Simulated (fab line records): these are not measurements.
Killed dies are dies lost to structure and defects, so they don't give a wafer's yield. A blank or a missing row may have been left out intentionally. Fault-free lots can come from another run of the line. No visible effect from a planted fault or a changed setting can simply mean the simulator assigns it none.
What tool caused it?	flow n5 finfet	72 wafers from 24 lots sampled at 2 of the route's 1938 steps

## WHAT THE GAUGES READ, wafer by wafer
N5_BEOL_M2_OVL_MEAS_29. Usual: V1_OVL 0.4 nm, standard deviation 0.66.
lot	measured	on	V1_OVL (nm)	flag
L074	day 6 11:58	overlay-01	0.0 0.6 -0.8	
L075	day 6 16:36	overlay-02	1.0 0.6 0.0	
L076	day 7 02:33	overlay-01	0.2 0.8 0.3	
L077	day 7 08:56	overlay-02	1.4 0.5 1.0	
L078	day 7 18:04	overlay-01	0.0 -0.6 0.2	
L079	day 7 22:06	overlay-02	1.9 1.0 1.4	
L080	day 8 04:04	overlay-01	0.9 0.4 0.2	
L081	day 8 12:36	overlay-01	-0.5 0.2 1.1	
L082	day 8 21:34	overlay-01	0.8 0.1 0.7	
L083	day 8 23:05	overlay-02	0.3 0.5 0.7	
L084	day 9 07:48	overlay-01	1.3 0.2 -0.1	
L085	day 9 13:05	overlay-02	1.4 0.0 0.6	
L086	day 9 19:11	overlay-01	-0.1 -0.3 0.3	
L087	day 9 20:40	overlay-01	0.2 -0.6 -1.0	
L089	day 10 06:19	overlay-02	1.3 1.9 1.4	
L088	day 10 08:11	overlay-02	1.2 0.4 1.0	
L090	day 10 13:27	overlay-01	0.4 0.4 0.5	
L091	day 11 01:02	overlay-01	-0.2 1.2 0.0	
L092	day 11 05:20	overlay-02	0.5 1.0 0.5	
L093	day 11 08:04	overlay-01	-0.1 -1.5 -0.4	
L094	day 11 12:12	overlay-01	0.7 1.0 0.7	
L095	day 11 15:25	overlay-01	0.9 0.4 0.1	
L096	day 12 06:30	overlay-02	0.4 1.0 0.5	
L097	day 12 21:10	overlay-02	0.4 0.6 0.6	

N5_BEOL_M2_INSPECT_30: inspects for defects (brightfield). Usual: 383 for raw defect count, sd 95.
lot	measured	on	raw defect count	flag
L074	day 6 12:02	defect inspect-01	420 367 301	
L075	day 6 16:39	defect inspect-02	341 420 397	
L076	day 7 02:37	defect inspect-01	382 396 488	
L077	day 7 08:59	defect inspect-02	594 381 360	
L078	day 7 18:08	defect inspect-01	265 276 347	
L079	day 7 22:09	defect inspect-02	295 334 333	
L080	day 8 04:07	defect inspect-01	338 339 402	
L081	day 8 12:40	defect inspect-02	614 558 584	
L082	day 8 21:37	defect inspect-01	324 288 280	
L083	day 8 23:08	defect inspect-02	285 354 364	
L084	day 9 07:52	defect inspect-01	393 373 302	
L085	day 9 13:09	defect inspect-02	275 521 264	
L086	day 9 19:14	defect inspect-02	523 548 533	
L087	day 9 20:44	defect inspect-02	403 388 417	
L089	day 10 06:22	defect inspect-02	430 609 599	
L088	day 10 08:15	defect inspect-01	412 355 416	
L090	day 10 13:30	defect inspect-01	403 324 340	
L091	day 11 01:05	defect inspect-02	280 378 326	
L092	day 11 05:23	defect inspect-01	294 266 335	
L093	day 11 08:07	defect inspect-02	336 380 359	
L094	day 11 12:16	defect inspect-01	328 263 238	
L095	day 11 15:28	defect inspect-02	397 308 344	
L096	day 12 06:33	defect inspect-01	415 300 270	
L097	day 12 21:14	defect inspect-01	349 582 417	

## EACH LOT AND THE TOOL THAT RAN IT (in order: tool; ch and the chambers of the sampled wafers; start)
No process step before these readings appears in the record.

## WHAT THE TOOLS THEMSELVES READ (means of the sampled wafers that have a number; where no wafer has one, the mark that the record gives instead)
The record holds no such reading with a usual standard deviation.

## THE ANSWER, worked out from the rows above alone
Rule: take the mean of a lot's wafers that have a number; if it is more than 3 standard deviations from the usual mean, the lot is off. Also off: a lot with no number at a reading for which 4 or more lots have one. Any other lot the step has rows for is counted as sound. After the gauges, taken in route order, come the tools' own readings; for these a lot's mean is taken, as printed above. At the first step where some lot is off, the reading lying furthest off is the one used; lots without a number count as furthest.
Nothing can be told from this: no lot is off at any reading shown.

## WHAT THE SIMULATOR PUT IN
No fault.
